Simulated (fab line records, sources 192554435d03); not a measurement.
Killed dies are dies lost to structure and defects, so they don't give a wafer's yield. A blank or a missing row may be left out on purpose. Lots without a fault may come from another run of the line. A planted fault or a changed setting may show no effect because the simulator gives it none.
fab line records | flow n5_finfet
record lots=7 wafers=39
route steps=1938 shown BEOL_M2@890
start_h: hours from the record's first day to the start of the lot's first wafer shown | wait_h: hours since the lot's step before | " the same as in the row above | L1.1+2: a row that stands for several wafers | - no value, or no start given | * or withheld: withheld | < > ~ a bound
route shown NAME@n: a module of which the file shows steps, and the number in the route of the first | usual: mean/standard deviation of fault-free wafers | same: alike in all rows | chamber/n: place in a boat | sites: the reading at each site | _std_site: their standard deviation | _edge_site: outer sites' mean less inner sites' | radius_mm: how far each site lies from the wafer's centre | mask NAME#n: copy n | behind: the tool/chamber that last shaped the wafer | hold: why the lot was held/for how many hours/how that ended | device: the transistor (n, p or np) that didn't switch | end of line: the same wafers' tests at the end of the route | a step without rows: its recipe alone | killed: dies lost to structure and defects at the first sort, not the wafer's yield | map: a wafer's dies, x killed, . not, _ none there
set.NAME: the setting as run; set.NAME@STEP: as run at that earlier step | model.NAME: the simulator's own value behind a step, which no gauge read
lots whose settings were changed on purpose; a table a step, a row a wafer
## steps
# step N5_BEOL_M2_TRENCH_ETCH_37
# recipe chemistry=C4F6/O2 target_depth_a=555.55 target=SiOC time_s=29.2 ion_energy_ev=250 pressure_mtorr=30 source_w=355 bias_w=185 Ar_flow_sccm=300 C4F6_flow_sccm=10 O2_flow_sccm=10
# columns lot.wafer tool chamber start_h wait_h set.target_depth_a model.BEOL_M2.feature_depth_nm model.etch.depth_nm model.TiN_of_BEOL_M2_HM_DEP_02.thk_nm
L078.1 rie_diel-05 2 - - 555.55 55.8 55.79 17.2
L078.2 " 1 " " 379.7 36.4 36.45 18.2
L078.3 " 0 " " 379.7 38 37.98 18
L078.4 " 3 " " 555.55 54.8 54.87 17.4
L078.5 " 2 " " 555.55 55.8 55.73 17.2
L078.6 " 1 " " 379.7 36.8 36.73 18.2
L080.1 rie_diel-03 1 - - 316.7 31.8 31.8 18.6
L080.2 " 0 " " 555.55 56 55.94 17.6
L080.3 " 3 " " 555.55 56 56 17.4
L080.4 " 2 " " 316.7 31.6 31.54 18.4
L080.5 " 1 " " 555.55 55.6 55.63 17.6
L080.6 " 2 " " 316.7 31.2 31.16 18.6
L082.1 rie_diel-03 0 - - 240.6 24.2 24.27 18.8
L082.2 " 2 " " 555.55 54.4 54.47 17.6
L082.3 " 1 " " 555.55 55.4 55.33 17.6
L082.4 " 3 " " 555.55 56 56.03 17.6
L082.5 " 2 " " 240.6 23.6 23.55 19
L082.6 " 1 " " 240.6 24.2 24.28 18.8
L085.1 rie_diel-04 2 - - 555.55 56 56.01 17.4
L085.2 " 0 " " 555.55 57.2 57.15 17.4
L085.3 " 3 " " 555.55 56.8 56.79 17.4
L085.4 " 1 " " 555.55 55.8 55.79 17.4
L085.5 " 1 " " 555.55 55.2 55.24 17.4
L085.6 " 0 " " 555.55 57 56.99 17.4
L086.1 rie_diel-04 0 - - 881.2 90.2 90.21 16
L086.2 " 3 " " 555.55 56.2 56.27 17.4
L086.3 " 2 " " 881.2 89 89.04 16
L086.4 " 1 " " 555.55 55.6 55.51 17.4
L086.5 " 0 " " 881.2 89.8 89.86 16
L086.6 " 3 " " 555.55 56.8 56.76 17.4
L089.2 rie_diel-04 0 - - 555.55 57.4 57.44 17.6
L089.3 " 1 " " 555.55 55.8 55.8 17.6
L089.6 " 1 " " 555.55 56.4 56.35 17.4
L092.1 rie_diel-05 3 - - 469.7 46.4 46.36 18
L092.2 " 2 " " 555.55 54.6 54.57 17.8
L092.3 " 1 " " 469.7 47.2 47.16 18.2
L092.4 " 0 " " 555.55 55.6 55.57 17.6
L092.5 " 2 " " 469.7 46.4 46.44 17.8
L092.6 " 3 " " 555.55 53.8 53.84 17.8
# step N5_BEOL_M2_ETCH_41
# recipe chemistry=CH3F/O2 target=SiCN target_depth_a=299 taper_deg=2 time_s=52.5 ion_energy_ev=120 mask_material=TiN pressure_mtorr=30 source_w=395 bias_w=75 Ar_flow_sccm=150 CH3F_flow_sccm=30 O2_flow_sccm=20
# step N5_BEOL_M2_STRIP_97
# recipe chemistry=N2/H2 time_s=10 power_w=450 temp_c=40 pressure_mtorr=20 rf_frequency_hz=6e+07 bias_power_w=7 n2_flow_sccm=200 h2_flow_sccm=200
# step N5_BEOL_M2_OCD_MEAS_38
# usual trench_depth_nm=55.4/0.87
# columns lot.wafer tool chamber start_h wait_h set.target_depth_a@BEOL_M2_TRENCH_ETCH_37 trench_depth_nm
L078.1 ocd-01 - 162.04 - 555.55 56.3
L078.2 " - " " 379.7 36.3
L078.3 " - " " 379.7 37.7
L078.4 " - " " 555.55 54.1
L078.5 " - " " 555.55 55.5
L078.6 " - " " 379.7 36.7
L080.1 ocd-02 - 171.56 - 316.7 32.1
L080.2 " - " " 555.55 55.7
L080.3 " - " " 555.55 55.9
L080.4 " - " " 316.7 31.6
L080.5 " - " " 555.55 55.5
L080.6 " - " " 316.7 31.0
L082.1 ocd-01 - 189.74 - 240.6 23.9
L082.2 " - " " 555.55 54.4
L082.3 " - " " 555.55 55.1
L082.4 " - " " 555.55 55.8
L082.5 " - " " 240.6 23.4
L082.6 " - " " 240.6 24.5
L085.1 ocd-02 - 209.08 - 555.55 56.6
L085.2 " - " " 555.55 57.4
L085.3 " - " " 555.55 56.6
L085.4 " - " " 555.55 55.4
L085.5 " - " " 555.55 55.6
L085.6 " - " " 555.55 57.2
L086.1 ocd-02 - 209.44 - 881.2 90.4
L086.2 " - " " 555.55 56.3
L086.3 " - " " 881.2 88.9
L086.4 " - " " 555.55 55.9
L086.5 " - " " 881.2 89.3
L086.6 " - " " 555.55 56.6
L089.2 ocd-02 - 228.52 - 555.55 57.1
L089.3 " - " " 555.55 55.4
L089.6 " - " " 555.55 57.2
L092.1 ocd-01 - 250.07 - 469.7 46.4
L092.2 " - " " 555.55 54.2
L092.3 " - " " 469.7 47.4
L092.4 " - " " 555.55 55.6
L092.5 " - " " 469.7 46.4
L092.6 " - " " 555.55 54.0
# step N5_BEOL_M2_HM_STRIP_39
# recipe chemistry=peroxide_tin_strip material=TiN target_depth_a=250 temp_c=50 time_s=158
# step N5_BEOL_M2_SRD_40
# recipe time_s=30 temp_c=23 rinse_liquid=diw dry=ipa_marangoni
# step N5_BEOL_M2_ECD_50
# recipe material=Cu target_thk_a=3000
# step N5_BEOL_M2_ANNEAL_51
# recipe temp_c=225 time_s=90 ambient=N2
# step N5_BEOL_M2_CMP_52
# recipe stop_on=SiOC t_overpolish_s=6.8 down_force_psi=1 platen_rpm=50 clearing_platen_down_force_psi=1.5 clearing_platen_rpm=50 post_cmp_clean=cu_alkaline target_thk_nm=40 clearing_platen_pad_velocity_m_s=0.99484 pad_velocity_m_s=0.99484
# columns lot.wafer tool chamber start_h wait_h set.target_depth_a@BEOL_M2_TRENCH_ETCH_37 model.Cu_of_BEOL_M2_ECD_50.thk_nm
L078.1 cmp-02 0 166.31 0.3 555.55 39.8
L078.3 " 1 " " 379.7 22.6
L078.2 " 2 " " 379.7 21.4
L078.4 " 3 " " 555.55 39.6
L078.6 " 0 " " 379.7 21.2
L078.5 " 1 " " 555.55 40.4
L080.1 cmp-04 0 174.64 0.3 316.7 17.6
L080.2+5 " 1 " " 555.55 40.2
L080.3 " 2 " " 555.55 39.8
L080.4 " 3 " " 316.7 16
L080.6 " 0 " " 316.7 14.4
L082.2 cmp-01 3 193.30 0.2 555.55 39
L082.3 " 0 " " 555.55 40.2
L082.4 " 1 " " 555.55 39.2
L082.1 " 2 " " 240.6 9
L082.5 " 3 " " 240.6 7.4
L082.6 " 0 " " 240.6 8.4
L086.2 cmp-02 0 212.84 0.3 555.55 40.6
L086.3 " 1 " " 881.2 74.2
L086.1+5 " 2,0 " " 881.2 75.2
L086.4 " 3 " " 555.55 41.8
L086.6 " 1 " " 555.55 43.4
L085.1 cmp-01 2 214.39 0.3 555.55 42.4
L085.4+3 " 3,1 " " 555.55 42.2
L085.2 " 0 " " 555.55 42
L085.5 " 2 " " 555.55 40
L085.6 " 3 " " 555.55 43
L089.3 cmp-01 2 232.09 0.3 555.55 39.2
L089.2 " 0 " " 555.55 40.8
L089.6 " 1 " " 555.55 40
L092.4 cmp-04 2 253.72 0.2 555.55 40.8
L092.2+6 " 3,2 " " 555.55 38.2
L092.1+3 " 0,1 " " 469.7 31.8
L092.5 " 3 " " 469.7 29.8
# step N5_BEOL_M2_THK_MEAS_53
# recipe thk_meas_gauge=xrf reads=Cu_of_BEOL_M2_ECD_50
# usual M2_THK=39.9/1.2
# columns lot.wafer tool chamber start_h wait_h set.target_depth_a@BEOL_M2_TRENCH_ETCH_37 M2_THK[nm]
L078.1 film_metro-01 - 166.60 - 555.55 39.5
L078.2 " - " " 379.7 21.3
L078.3 " - " " 379.7 22.5
L078.4 " - " " 555.55 39.5
L078.5 " - " " 555.55 40.1
L078.6 " - " " 379.7 21.1
L080.1 film_metro-01 - 174.94 - 316.7 17.4
L080.2 " - " " 555.55 39.8
L080.3 " - " " 555.55 39.2
L080.4 " - " " 316.7 15.8
L080.5 " - " " 555.55 39.5
L080.6 " - " " 316.7 14.1
L082.1 film_metro-01 - 193.60 - 240.6 9.0
L082.2 " - " " 555.55 39.1
L082.3 " - " " 555.55 40.5
L082.4 " - " " 555.55 39.3
L082.5 " - " " 240.6 7.6
L082.6 " - " " 240.6 8.3
L086.1 film_metro-02 - 213.13 - 881.2 75.3
L086.2 " - " " 555.55 40.7
L086.3 " - " " 881.2 74.5
L086.4 " - " " 555.55 41.9
L086.5 " - " " 881.2 75.7
L086.6 " - " " 555.55 43.8
L085.1 film_metro-01 - 214.69 - 555.55 42.2
L085.2 " - " " 555.55 41.9
L085.3 " - " " 555.55 42.4
L085.4 " - " " 555.55 42.3
L085.5 " - " " 555.55 40.1
L085.6 " - " " 555.55 43.0
L089.2 film_metro-02 - 232.34 - 555.55 40.6
L089.3 " - " " 555.55 39.3
L089.6 " - " " 555.55 40.2
L092.1 film_metro-01 - 254.02 - 469.7 31.7
L092.2 " - " " 555.55 38.0
L092.3 " - " " 469.7 31.7
L092.4 " - " " 555.55 40.4
L092.5 " - " " 469.7 29.8
L092.6 " - " " 555.55 37.9
# step N5_BEOL_M2_PRE_CLEAN_60
# recipe gas=NH3/H2 time_s=15 temp_c=* rf_power_w=300
# step N5_BEOL_M2_CO_CAP_55
# recipe material=Co target_thk_a=20 temp_c=200 precursor=CCTBA/H2 pressure_torr=30 time_s=102.1
# step N5_BEOL_M2_PRE_CLEAN_56
# recipe gas=NH3 time_s=15 temp_c=withheld rf_power_w=300
# step N5_BEOL_M2_DEP_57
# recipe material=SiCN target_thk_a=80 temp_c=withheld precursor=3MS/NH3 pressure_torr=3 rf_w=202 time_s=14
# step N5_BEOL_M2_RS_MEAS_58
# recipe thk_meas_gauge=four-point-probe reads=Co_of_BEOL_M2_CO_CAP_55+Cu_of_BEOL_M2_ECD_50+Co_of_BEOL_M2_CVD_47+TaN_of_BEOL_M2_ALD_84
# usual M2_RS=0.671/0.026
# columns lot.wafer tool chamber start_h wait_h set.target_depth_a@BEOL_M2_TRENCH_ETCH_37 M2_RS[ohm/sq]
L078.1 film_metro-01 - 166.87 0.0 555.55 0.672
L078.2 " - " " 379.7 1.539
L078.3 " - " " 379.7 1.423
L078.4 " - " " 555.55 0.679
L078.5 " - " " 555.55 0.661
L078.6 " - " " 379.7 1.560
L080.1 film_metro-02 - 175.20 0.0 316.7 2.011
L080.2 " - " " 555.55 0.665
L080.3 " - " " 555.55 0.672
L080.4 " - " " 316.7 2.316
L080.5 " - " " 555.55 0.662
L080.6 " - " " 316.7 2.707
L082.1 film_metro-01 - 193.86 0.0 240.6 5.381
L082.2 " - " " 555.55 0.690
L082.3 " - " " 555.55 0.665
L082.4 " - " " 555.55 0.688
L082.5 " - " " 240.6 6.915
L082.6 " - " " 240.6 5.978
L086.1 film_metro-01 - 213.39 0.0 881.2 0.308
L086.2 " - " " 555.55 0.654
L086.3 " - " " 881.2 0.312
L086.4 " - " " 555.55 0.631
L086.5 " - " " 881.2 0.307
L086.6 " - " " 555.55 0.602
L085.1 film_metro-01 - 214.95 0.0 555.55 0.621
L085.2 " - " " 555.55 0.629
L085.3 " - " " 555.55 0.624
L085.4 " - " " 555.55 0.622
L085.5 " - " " 555.55 0.668
L085.6 " - " " 555.55 0.609
L089.2 film_metro-01 - 232.60 0.1 555.55 0.652
L089.3 " - " " 555.55 0.685
L089.6 " - " " 555.55 0.668
L092.1 film_metro-01 - 254.29 0.0 469.7 0.903
L092.2 " - " " 555.55 0.711
L092.3 " - " " 469.7 0.904
L092.4 " - " " 555.55 0.652
L092.5 " - " " 469.7 0.978
L092.6 " - " " 555.55 0.714
## key
split step=N5_BEOL_M2_TRENCH_ETCH_37 setting=target_depth_a stated=555.55 by=wafer
response step=N5_BEOL_M2_TRENCH_ETCH_37 reading=model.BEOL_M2.feature_depth_nm change=+0.563 per=1% r=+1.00
response step=N5_BEOL_M2_TRENCH_ETCH_37 reading=model.etch.depth_nm change=+0.564 per=1% r=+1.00
response step=N5_BEOL_M2_TRENCH_ETCH_37 reading=model.TiN_of_BEOL_M2_HM_DEP_02.thk_nm change=-0.0235 per=1% r=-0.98
response step=N5_BEOL_M2_OCD_MEAS_38 reading=trench_depth_nm change=+0.561 per=1% r=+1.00
response step=N5_BEOL_M2_CMP_52 reading=model.Cu_of_BEOL_M2_ECD_50.thk_nm change=+0.558 per=1% r=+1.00
response step=N5_BEOL_M2_THK_MEAS_53 reading=M2_THK change=+0.557 per=1% r=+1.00
response step=N5_BEOL_M2_RS_MEAS_58 reading=M2_RS shape=bent at_lowest=6.091 at_stated=0.658 at_highest=0.309
